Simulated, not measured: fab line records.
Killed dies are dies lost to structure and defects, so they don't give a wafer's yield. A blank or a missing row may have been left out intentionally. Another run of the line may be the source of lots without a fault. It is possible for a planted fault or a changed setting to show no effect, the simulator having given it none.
Matching of chambers | flow nandHarc | rieDiel-04 running NHARC_A_STAIRCASE_DESCUM_291: 4 sister chambers
The step chemistry O2, time 3 s. 8 wafers are shown with their chamber, then 7 later ones without.

WAFERS, EACH WITH ITS CHAMBER
wafer  | chamber | showerheadPlenumPTorr (Torr) | throttleValvePct (%)
L076.2 | 0       | 1.96                         | 11.311
L078.4 | 1       | 1.90                         | 11.328
L078.5 | 0       | 1.96                         | 11.324
L083.2 | 3       | 1.83                         | 11.307
L083.4 | 2       | 1.90                         | 11.300
L083.5 | 3       | 1.83                         | 11.301
L086.1 | 2       | 1.89                         | 11.306
L086.2 | 1       | 1.89                         | 11.310

WAFERS MISSING THEIR CHAMBER
wafer  | showerheadPlenumPTorr (Torr) | throttleValvePct (%)
L086.4 | 1.95                         | 11.296
L089.1 | 1.89                         | 11.310
L089.4 | 1.89                         | 11.317
L089.5 | 1.82                         | 11.312
L090.1 | 1.95                         | 11.317
L090.3 | 1.89                         | 11.325
L090.6 | 1.82                         | 11.314

WHICH CHAMBER EACH WENT THROUGH
wafer  | from the rows above     | in truth
L086.4 | 0                       | 0
L089.1 | can't be placed: 2 or 1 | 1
L089.4 | can't be placed: 1 or 2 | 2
L089.5 | 3                       | 3
L090.1 | 0                       | 0
L090.3 | can't be placed: 1 or 2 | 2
L090.6 | 3                       | 3
Correctly placed: 4 of 7. Can't be placed from these rows: 3 (the true chamber is among the candidates in 3). Placed wrongly: 0.
How it was worked out, from the rows above alone: a wafer's distance from a chamber is the root of the sum, over the readings, of the square of ((its reading less the chamber's mean) divided by the reading's scatter). If the next closest chamber is less than 2 further off than the closest, the wafer can't be placed; otherwise it belongs to the closest. A chamber's mean is the mean of its shown wafers. The scatter is the square root of a quotient: the sum, over the shown wafers, of each reading's squared deviation from its chamber's mean, divided by wafers minus chambers.
